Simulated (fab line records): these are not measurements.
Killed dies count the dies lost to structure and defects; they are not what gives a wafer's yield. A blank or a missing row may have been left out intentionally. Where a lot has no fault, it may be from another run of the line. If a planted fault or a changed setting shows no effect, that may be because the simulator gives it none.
The same fault as seen by 2 desks | flow n5_finfet | only its own numbers are on each desk; what lay behind them is given at the end

## FOR THE TOOL OWNER'S DESK: arfi_scanner-02
The tool's own readings at N5_BEOL_M10_EXPOSE_08 (exposes mask M10): means of the sampled wafers that have a number, for each lot that ran on this tool. Any lot whose mean is over 4 standard deviations away from the usual mean is out of limits and marked OUT; that distance is given in the brackets.
Columns: A = exposure_dose_mJ_cm2 at N5_BEOL_M10_EXPOSE_08, usual 53.79
lot  | first seen here | A
L986 | day 9 12:23     | 53.75
L988 | day 9 19:37     | 53.66
L989 | day 10 09:37    | 53.69
L990 | day 10 20:02    | 53.72
L997 | day 12 06:55    | 51.59 (-10) OUT
L998 | day 12 12:02    | 51.99 (-8.6) OUT
This desk finds L997, L998 out of limits, L997 being first, at day 12 06:55 (exposure_dose_mJ_cm2 at N5_BEOL_M10_EXPOSE_08). L986, L988, L989, L990: within limits.

## FROM THE METROLOGY DESK
Means of the sampled wafers that have a number, per lot and without regard to the tool the lot ran on: this is what the gauges read. Any lot whose mean is over 4 standard deviations away from the usual mean is out of limits and marked OUT; that distance is given in the brackets.
Columns: A = M9_THK at N5_BEOL_M9_THK_MEAS_53, usual 140.1 nm
lot  | first seen here | A
L986 | day 9 09:05     | 139.6
L987 | day 9 16:18     | 139.9
L988 | day 9 16:38     | 143.1
L989 | day 10 07:47    | 135.7
L990 | day 10 17:23    | 139.7
L993 | day 11 06:29    | 141.2
L995 | day 11 12:16    | 142.7
L994 | day 11 14:20    | 138.4
L997 | day 12 04:20    | 136.7
L998 | day 12 10:37    | 142.7
L102 | day 13 00:42    | 139.5
L101 | day 13 08:44    | 141.6
L108 | day 15 00:33    | 139.6
Finding of this desk: none of the 13 lots has anything out of limits.

## PUT TOGETHER
An alarm could have come from the tool owner's desk at day 12 06:55, on L997, L998.
The metrology desk saw nothing out of limits.
The metrology desk has L997, L998 on record, within its limits.
Every lot named ran N5_BEOL_M10_EXPOSE_08 on arfi_scanner-02.

## WHAT HAD BEEN PUT IN BY THE SIMULATOR
Drift in process parameters on arfi_scanner-02 at N5_BEOL_M10_EXPOSE_08, starting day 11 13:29. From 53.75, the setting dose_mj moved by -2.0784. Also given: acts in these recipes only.
Struck lots among those shown: L997, L998.
Time in hours from fault onset to the first out-of-limits reading at each desk: the tool owner's desk, 17.
